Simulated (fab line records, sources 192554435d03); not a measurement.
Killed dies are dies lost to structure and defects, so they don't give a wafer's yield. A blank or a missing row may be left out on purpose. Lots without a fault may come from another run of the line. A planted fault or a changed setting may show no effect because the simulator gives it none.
Chamber matching | flow n5_finfet | N5_BEOL_M12_DEP_53 on pecvd-01: 3 sister chambers
The step deposits SiCN from 3MS/NH3, target thk 30 nm, time 10.5 s. 14 wafers are shown with their chamber, then 7 later ones without.

WAFERS WITH THEIR CHAMBER
wafer  | chamber | throttle_valve_pct (%) | showerhead_plenum_p_Torr (Torr) | showerhead_vpp_V (V)
L075.1 | 0       | 18.3                   | 4.134                           | 1581
L075.3 | 2       | 16.2                   | 4.149                           | 1499
L075.5 | 0       | 18.5                   | 4.131                           | 1590
L083.1 | 1       | 17.6                   | 4.182                           | 1539
L083.2 | 0       | 18.3                   | 4.130                           | 1573
L083.3 | 2       | 16.4                   | 4.164                           | 1509
L085.1 | 2       | 16.5                   | 4.136                           | 1519
L085.2 | 1       | 17.6                   | 4.179                           | 1581
L085.6 | 0       | 18.4                   | 4.138                           | 1581
L086.4 | 0       | 18.5                   | 4.134                           | 1583
L086.5 | 2       | 16.5                   | 4.143                           | 1526
L086.6 | 1       | 17.4                   | 4.171                           | 1566
L089.3 | 1       | 17.6                   | 4.172                           | 1555
L089.4 | 1       | 17.6                   | 4.170                           | 1574

SIGNATURES (means of the wafers above)
reading                  | chamber 0 | chamber 1 | chamber 2 | scatter within a chamber
throttle_valve_pct       | 18.400    | 17.560    | 16.400    | 0.11
showerhead_plenum_p_Torr | 4.13340   | 4.17480   | 4.14800   | 0.00726
showerhead_vpp_V         | 1581.60   | 1563.00   | 1513.25   | 12.3
Rule: a wafer's distance from a chamber is the root of the sum, over the readings, of the square of ((its reading less the chamber's mean) divided by the reading's scatter). The wafer belongs to the nearest chamber; if the next one is less than 2 further off, it can't be placed. The scatter: the root of (the sum of the squares of (reading less its chamber's mean) over the shown wafers, divided by (wafers less chambers)).

WAFERS WITHOUT THEIR CHAMBER
wafer  | throttle_valve_pct (%) | showerhead_plenum_p_Torr (Torr) | showerhead_vpp_V (V)
L089.6 | 16.4                   | 4.154                           | 1550
L091.1 | 16.3                   | 4.148                           | 1511
L091.3 | 18.2                   | 4.133                           | 1570
L091.4 | 18.3                   | 4.131                           | 1579
L097.1 | 16.4                   | 4.151                           | 1491
L097.2 | 17.3                   | 4.173                           | 1555
L097.5 | 16.6                   | 4.143                           | 1514

WHICH CHAMBER EACH WENT THROUGH
wafer  | from the rows above | in truth
L089.6 | 2                   | 2
L091.1 | 2                   | 2
L091.3 | 0                   | 0
L091.4 | 0                   | 0
L097.1 | 2                   | 2
L097.2 | 1                   | 1
L097.5 | 2                   | 2
Placed correctly: 7 of 7. Can't be placed from these rows: 0. Placed wrongly: 0.
